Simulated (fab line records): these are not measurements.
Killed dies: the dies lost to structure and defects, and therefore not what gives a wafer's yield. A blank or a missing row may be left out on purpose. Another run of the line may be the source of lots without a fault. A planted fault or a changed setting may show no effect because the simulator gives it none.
Chamber matching | flow nand harc | 3 sister chambers for NHARC_A_STAIRCASE_DEP_325 on pecvd-01
The step deposits SiO2, target thk 7200 nm. 18 wafers are shown with their chamber, then 9 later ones without.

## WAFERS PAIRED WITH THEIR CHAMBERS
wafer  | chamber | heater power w (W) | rf fwd power W (W)
L075.2 | 2       | 716                | 500.9
L075.4 | 2       | 595                | 502.5
L075.5 | 1       | 466                | 499.4
L076.1 | 0       | 710                | 498.3
L076.2 | 1       | 554                | 498.8
L076.6 | 0       | 704                | 498.1
L080.2 | 1       | 488                | 498.7
L080.4 | 2       | 618                | 498.0
L080.5 | 0       | 707                | 498.7
L083.2 | 1       | 608                | 502.2
L083.3 | 2       | 661                | 500.0
L083.4 | 2       | 603                | 498.3
L087.2 | 0       | 754                | 499.9
L087.4 | 0       | 676                | 499.6
L087.6 | 1       | 469                | 499.1
L088.2 | 1       | 486                | 498.4
L088.3 | 0       | 757                | 501.9
L088.4 | 1       | 480                | 501.5

SIGNATURES (averages over the wafers above)
reading        | chamber 0 | chamber 1 | chamber 2 | scatter within a chamber
heater power w | 718.00    | 507.29    | 638.60    | 46.3
rf fwd power W | 499.417   | 499.729   | 499.940   | 1.58
Rule: for a wafer and a chamber, the distance is found by dividing, reading by reading, the gap between the wafer's reading and the chamber's mean by the reading's scatter, squaring, summing and taking the root. The wafer belongs to the nearest chamber; if the next one is less than 2 further off, it can't be placed. The scatter: take each reading less its chamber's mean, square it, sum over the shown wafers, divide by the number of wafers less the number of chambers, and take the root.

## WAFERS WITHOUT THEIR CHAMBER
wafer  | heater power w (W) | rf fwd power W (W)
L091.1 | 753                | 501.7
L091.3 | 752                | 503.8
L091.5 | 607                | 501.1
L093.2 | 593                | 501.7
L093.4 | 490                | 500.3
L093.5 | 665                | 500.4
L097.1 | 609                | 500.1
L097.2 | 722                | 499.9
L097.5 | 664                | 499.3

## THE CHAMBER EACH PASSED THROUGH
wafer  | from the rows above          | in truth
L091.1 | can't be placed: 0 or 2      | 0
L091.3 | can't be placed: 0 or 2      | 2
L091.5 | can't be placed: 2 or 1 or 0 | 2
L093.2 | can't be placed: 2 or 1 or 0 | 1
L093.4 | 1                            | 1
L093.5 | can't be placed: 2 or 0      | 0
L097.1 | can't be placed: 2 or 1 or 0 | 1
L097.2 | can't be placed: 0 or 2      | 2
L097.5 | can't be placed: 2 or 0      | 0
Placed correctly: 1 of 9. Not placeable from these rows: 8 (in 8, the candidates include the true chamber). 0 placed wrongly.
